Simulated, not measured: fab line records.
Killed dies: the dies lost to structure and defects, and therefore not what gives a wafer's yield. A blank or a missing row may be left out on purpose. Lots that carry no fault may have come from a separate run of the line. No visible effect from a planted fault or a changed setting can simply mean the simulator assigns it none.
Which of the tools did it?    flow nand-harc    11 lots, 33 wafers sampled, at 6 steps of a route of 1302

## WHAT THE GAUGES READ, wafer by wafer
NHARC_A_SLIT_INSPECT_11.
lot   measured      on                 raw-defect-count
L818  day 19 12:02  defect-inspect-02  127 117 104
L819  day 19 21:58  defect-inspect-02  120 133 118
L820  day 20 06:55  defect-inspect-01  64 86 72
L821  day 20 15:35  defect-inspect-02  79 80 77
L830  day 24 12:28  defect-inspect-02  14 13 17
L832  day 25 07:50  defect-inspect-01  88 67 56
L834  day 26 09:08  defect-inspect-01  55 50 45
L838  day 27 17:42  defect-inspect-02  59 87 74
L839  day 28 07:52  defect-inspect-01  34 26 26
L840  day 28 08:04  defect-inspect-02  55 70 55
L841  day 28 23:33  defect-inspect-01  87 75 72

NHARC_A_SIN_REMOVE_INSPECT_04.
lot   measured      on                 raw-defect-count
L818  day 20 01:10  defect-inspect-01  331 402 376
L819  day 20 13:10  defect-inspect-01  344 509 309
L820  day 20 19:49  defect-inspect-02  333 351 448
L821  day 21 04:38  defect-inspect-01  506 573 456
L830  day 25 03:27  defect-inspect-01  993 984 1017
L832  day 25 20:32  defect-inspect-02  1151 1061 1091
L834  day 26 22:13  defect-inspect-02  436 333 276
L838  day 28 08:43  defect-inspect-01  509 391 422
L839  day 28 20:52  defect-inspect-01  420 459 589
L840  day 28 20:52  defect-inspect-02  380 354 469
L841  day 29 12:34  defect-inspect-02  459 495 382

NHARC_END_SORT_01.
lot   measured      on         killed-at-array  killed-at-other  killed-at-periphery  killed-dies  killed-open  killed-short
L830  day 29 02:52  prober-01  107 106 66       2 4 1            11 4 7               120 114 74   3 2 2        2 2 3
L832  day 29 23:15  prober-01  67 108 59        0 0 0            1 3 3                68 111 62    0 6 3        1 1 4

## WHAT TOOL EACH LOT RAN ON (gives the tool, then ch and the chambers of the sampled wafers, and finally the start)
lot   NHARC_A_SLIT_ETCH_26              NHARC_A_WL_FILL_ALD_00            NHARC_A_WL_FILL_ALD_02
L818  har-etch-01 ch 0,1, day 19 17:05  ald-hk-03 ch 2,3, day 20 01:13    ald-metal-03 ch 1,2,3, day 20 01:49
L819  har-etch-02 ch 0,1, day 20 05:11  ald-hk-04 ch 0,2,3, day 20 13:19  ald-metal-02 ch 0,2,3, day 20 13:50
L820  har-etch-01 ch 0,1, day 20 11:54  ald-hk-02 ch 1,2, day 20 19:52    ald-metal-01 ch 0,1, day 20 20:23
L821  har-etch-02 ch 0,1, day 20 20:34  ald-hk-04 ch 1,2,3, day 21 04:43  ald-metal-02 ch 0,1,3, day 21 05:14
L830  har-etch-02 ch 0,1, day 24 19:27  ald-hk-03 ch 1,2, day 25 03:31    ald-metal-03 ch 0,3, day 25 04:02
L832  har-etch-02 ch 0,1, day 25 13:07  ald-hk-02 ch 0,1,2, day 25 20:35  ald-metal-02 ch 0,1,2, day 25 21:07
L834  har-etch-01 ch 0,1, day 26 14:07  ald-hk-03 ch 0,2,3, day 26 22:20  ald-metal-03 ch 0,3, day 26 22:47
L838  har-etch-01 ch 0,1, day 28 02:07  ald-hk-02 ch 0,3, day 28 08:46    ald-metal-03 ch 0,1,3, day 28 09:15
L839  har-etch-02 ch 0,1, day 28 12:48  ald-hk-04 ch 0,1, day 28 20:58    ald-metal-03 ch 0,1,3, day 28 21:30
L840  har-etch-01 ch 0,1, day 28 12:55  ald-hk-03 ch 0,2,3, day 28 20:56  ald-metal-02 ch 1,2,3, day 28 21:25
L841  har-etch-01 ch 0,1, day 29 04:35  ald-hk-03 ch 0,1, day 29 12:38    ald-metal-01 ch 1,2,3, day 29 13:11
- NHARC_A_SLIT_ETCH_26: etches the open film in C4F8/O2/Ar, time 90 s, target depth 400 nm.
- NHARC_A_WL_FILL_ALD_00: deposits Al2O3, target thk 3 nm, pulse time 3 s, ald cycles 30.
- NHARC_A_WL_FILL_ALD_02: deposits TiN, target thk 2 nm, pulse time 3 s, ald cycles 100.

## AS READ BY THE TOOLS THEMSELVES (means over the sampled wafers that have a number; for cases with no such wafer, the mark the record gives instead)
NHARC_A_SLIT_ETCH_26.
lot   tool         chamber-pressure-mTorr (mTorr)  drypump-motor-current-A (A)  showerhead-plenum-p-Torr (Torr)  throttle-valve-pct (%)
L818  har-etch-01  25.000                          5.8                          3.62                             27.621
L819  har-etch-02  25.000                          5.7                          3.74                             27.620
L820  har-etch-01  25.006                          5.8                          3.61                             27.621
L821  har-etch-02  24.983                          5.7                          3.74                             27.616
L830  har-etch-02  25.015                          5.7                          3.80                             27.621
L832  har-etch-02  25.003                          5.7                          3.70                             27.623
L834  har-etch-01  24.980                          5.4                          3.60                             27.629
L838  har-etch-01  25.002                          5.8                          3.56                             27.621
L839  har-etch-02  24.995                          5.7                          3.68                             27.621
L840  har-etch-01  24.982                          5.4                          3.59                             27.617
L841  har-etch-01  24.981                          5.4                          3.58                             27.611

NHARC_A_WL_FILL_ALD_00.
lot   tool       heater-power-w (W)  precursor-pulse-height-rel
L818  ald-hk-03  423                 1.002
L819  ald-hk-04  470                 1.001
L820  ald-hk-02  451                 1.000
L821  ald-hk-04  500                 1.009
L830  ald-hk-03  470                 1.023
L832  ald-hk-02  472                 0.989
L834  ald-hk-03  457                 1.004
L838  ald-hk-02  558                 1.002
L839  ald-hk-04  460                 0.995
L840  ald-hk-03  461                 0.997
L841  ald-hk-03  487                 0.997

NHARC_A_WL_FILL_ALD_02.
lot   tool          heater-power-w (W)  precursor-pulse-height-rel
L818  ald-metal-03  1073                1.007
L819  ald-metal-02  1083                1.001
L820  ald-metal-01  1065                0.987
L821  ald-metal-02  1160                0.971
L830  ald-metal-03  1137                1.007
L832  ald-metal-02  1204                0.999
L834  ald-metal-03  1117                0.996
L838  ald-metal-03  1088                0.999
L839  ald-metal-03  1107                0.978
L840  ald-metal-02  1097                1.000
L841  ald-metal-01  1119                0.994

## THE ANSWER, worked out from the rows above alone
Rule: what is usual is taken from the lots themselves. Put in order of their means at a reading, lots are off if they are a third of the lots or fewer, leave a main group of 4 or more, and stand apart from it by a gap of 3 or more times the standard deviation of the main group's means; of several such gaps the widest counts. A main group whose means are all the same, to the digits that the tables above print for the reading, isn't used. Also off: a lot with no number at a reading for which 4 or more lots have one. All remaining lots with rows at the step are treated as sound. First the gauges in route order, then the tools' own readings, where a lot's mean is used as printed above. At the first step where some lot is off, the reading lying furthest off is the one used; lots without a number count as furthest.
Off: L830, L832 (NHARC_A_SIN_REMOVE_INSPECT_04, raw-defect-count). The main group has a mean of 419 with a standard deviation of 53.
If a tool, at a process step before that reading, ran all the lots that are off and no sound lot after the first of them, it fits. Gauges at NHARC_A_SIN_REMOVE_INSPECT_04: tried the same way as those tools. Of those tried, none fits.

## WHAT THE SIMULATOR HAD PUT IN
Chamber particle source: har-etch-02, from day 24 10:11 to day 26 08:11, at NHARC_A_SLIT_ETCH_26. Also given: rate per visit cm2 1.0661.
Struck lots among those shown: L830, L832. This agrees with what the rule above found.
